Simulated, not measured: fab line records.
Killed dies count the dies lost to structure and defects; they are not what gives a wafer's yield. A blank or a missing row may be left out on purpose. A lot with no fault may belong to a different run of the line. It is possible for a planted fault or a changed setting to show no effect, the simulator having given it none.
Matching of chambers || flow nand_harc || 3 sister chambers for NHARC_P_BONDPAD_DEP_00 on pecvd-04
The step deposits SiCN, target thk 250 nm. 3 wafers are shown with their chamber, then 7 later ones without.

EACH WAFER AND ITS CHAMBER
{"wafer": "L238.5", "chamber": 0, "heater_power_w (W)": 623}
{"wafer": "L240.2", "chamber": 1, "heater_power_w (W)": 446}
{"wafer": "L240.3", "chamber": 2, "heater_power_w (W)": 549}

WAFERS WHOSE CHAMBER IS MISSING
{"wafer": "L240.4", "heater_power_w (W)": 692}
{"wafer": "L252.4", "heater_power_w (W)": 606}
{"wafer": "L252.5", "heater_power_w (W)": 479}
{"wafer": "L252.6", "heater_power_w (W)": 671}
{"wafer": "L254.1", "heater_power_w (W)": 575}
{"wafer": "L254.2", "heater_power_w (W)": 457}
{"wafer": "L254.4", "heater_power_w (W)": 580}

THE CHAMBER EACH PASSED THROUGH
{"wafer": "L240.4", "from the rows above": "can't be placed: 0 or 2", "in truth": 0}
{"wafer": "L252.4", "from the rows above": "can't be placed: 0 or 2", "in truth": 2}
{"wafer": "L252.5", "from the rows above": "can't be placed: 1 or 2", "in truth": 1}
{"wafer": "L252.6", "from the rows above": "can't be placed: 0 or 2", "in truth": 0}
{"wafer": "L254.1", "from the rows above": "can't be placed: 2 or 0", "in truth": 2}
{"wafer": "L254.2", "from the rows above": 1, "in truth": 1}
{"wafer": "L254.4", "from the rows above": "can't be placed: 2 or 0", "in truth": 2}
1 of 7 placed correctly. Not placeable from these rows: 6 (in 6, the candidates include the true chamber). Number placed wrongly: 0.
How it was worked out, from the rows above alone: a wafer's distance from a chamber is the root of the sum, over the readings, of the square of ((its reading less the chamber's mean) divided by the reading's scatter). The wafer belongs to the nearest chamber; if the next one is less than 2 further off, it can't be placed. The mean given for a chamber averages the wafers shown for that chamber. The scatter (one wafer shown for each chamber): square how far every hidden wafer sits from the nearest shown wafer, average those squares and take the square root.
